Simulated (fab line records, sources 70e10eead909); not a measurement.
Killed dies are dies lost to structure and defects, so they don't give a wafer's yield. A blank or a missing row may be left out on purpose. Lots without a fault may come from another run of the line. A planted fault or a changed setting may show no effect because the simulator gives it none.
Chamber matching | flow nand_harc | NHARC_A_CONTACT_ETCH_91 on rie_diel-08: 4 sister chambers
The step etches the open film in CH3F/O2, target depth 40 nm, time 85.7 s. 4 wafers are shown with their chamber, then 12 later ones without.

WAFERS WITH THEIR CHAMBER
wafer  | chamber | showerhead_plenum_p_Torr (Torr)
L086.5 | 0       | 2.43
L088.4 | 3       | 2.58
L090.3 | 2       | 2.56
L090.6 | 1       | 2.41

WAFERS WITHOUT THEIR CHAMBER
wafer  | showerhead_plenum_p_Torr (Torr)
L093.1 | 2.42
L093.2 | 2.41
L093.6 | 2.41
L091.1 | 2.41
L091.3 | 2.56
L091.6 | 2.56
L094.1 | 2.58
L094.2 | 2.42
L094.6 | 2.58
L095.2 | 2.56
L095.4 | 2.40
L095.5 | 2.42

WHICH CHAMBER EACH WENT THROUGH
wafer  | from the rows above     | in truth
L093.1 | can't be placed: 1 or 0 | 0
L093.2 | 1                       | 1
L093.6 | 1                       | 1
L091.1 | 1                       | 1
L091.3 | 2                       | 2
L091.6 | 2                       | 2
L094.1 | 3                       | 3
L094.2 | can't be placed: 1 or 0 | 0
L094.6 | 3                       | 3
L095.2 | 2                       | 2
L095.4 | 1                       | 1
L095.5 | can't be placed: 1 or 0 | 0
Placed correctly: 9 of 12. Can't be placed from these rows: 3 (the true chamber is among the candidates in 3). Placed wrongly: 0.
How it was worked out, from the rows above alone: a wafer's distance from a chamber is the root of the sum, over the readings, of the square of ((its reading less the chamber's mean) divided by the reading's scatter). The wafer belongs to the nearest chamber; if the next one is less than 2 further off, it can't be placed. A chamber's mean is the mean of its shown wafers. The scatter: with one shown wafer a chamber, the root of the mean of the squares of how far each hidden wafer lies from its nearest shown one.
